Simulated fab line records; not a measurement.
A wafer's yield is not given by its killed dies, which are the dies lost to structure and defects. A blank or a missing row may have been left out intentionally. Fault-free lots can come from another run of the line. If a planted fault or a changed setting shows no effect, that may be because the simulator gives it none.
Chamber matching | flow n5Finfet | 4 sister chambers for N5_BEOL_M1_ETCH_74 on rieDiel-06
The step etches underlayer in N2/H2, target depth 6.5 nm, time 5.2 s. 4 wafers are shown with their chamber, then 10 later ones without.

== EACH WAFER AND ITS CHAMBER ==
wafer  | chamber | throttleValvePct (%)
L087.1 | 2       | 17.64
L087.3 | 3       | 18.30
L089.2 | 0       | 17.39
L089.3 | 1       | 17.68

== WAFERS WITHOUT THEIR CHAMBER ==
wafer  | throttleValvePct (%)
L089.4 | 18.33
L094.1 | 17.42
L094.2 | 17.73
L094.5 | 17.39
L095.2 | 18.33
L095.3 | 17.71
L095.4 | 17.39
L097.2 | 17.73
L097.4 | 18.30
L097.5 | 17.65

== CHAMBER TAKEN BY EACH ==
wafer  | from the rows above     | in truth
L089.4 | 3                       | 3
L094.1 | 0                       | 0
L094.2 | can't be placed: 1 or 2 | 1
L094.5 | 0                       | 0
L095.2 | 3                       | 3
L095.3 | can't be placed: 1 or 2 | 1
L095.4 | 0                       | 0
L097.2 | can't be placed: 1 or 2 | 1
L097.4 | 3                       | 3
L097.5 | can't be placed: 2 or 1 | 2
Correctly placed: 6 of 10. Unplaceable from these rows: 4, with the true chamber sitting among the candidates in 4. Wrongly placed: 0.
How it was worked out, from the rows above alone: a wafer's distance from a chamber is the root of the sum, over the readings, of the square of ((its reading less the chamber's mean) divided by the reading's scatter). If the next closest chamber is less than 2 further off than the closest, the wafer can't be placed; otherwise it belongs to the closest. Each chamber's mean is taken over the wafers shown for it. The scatter (one wafer shown for each chamber): square how far every hidden wafer sits from the nearest shown wafer, average those squares and take the square root.
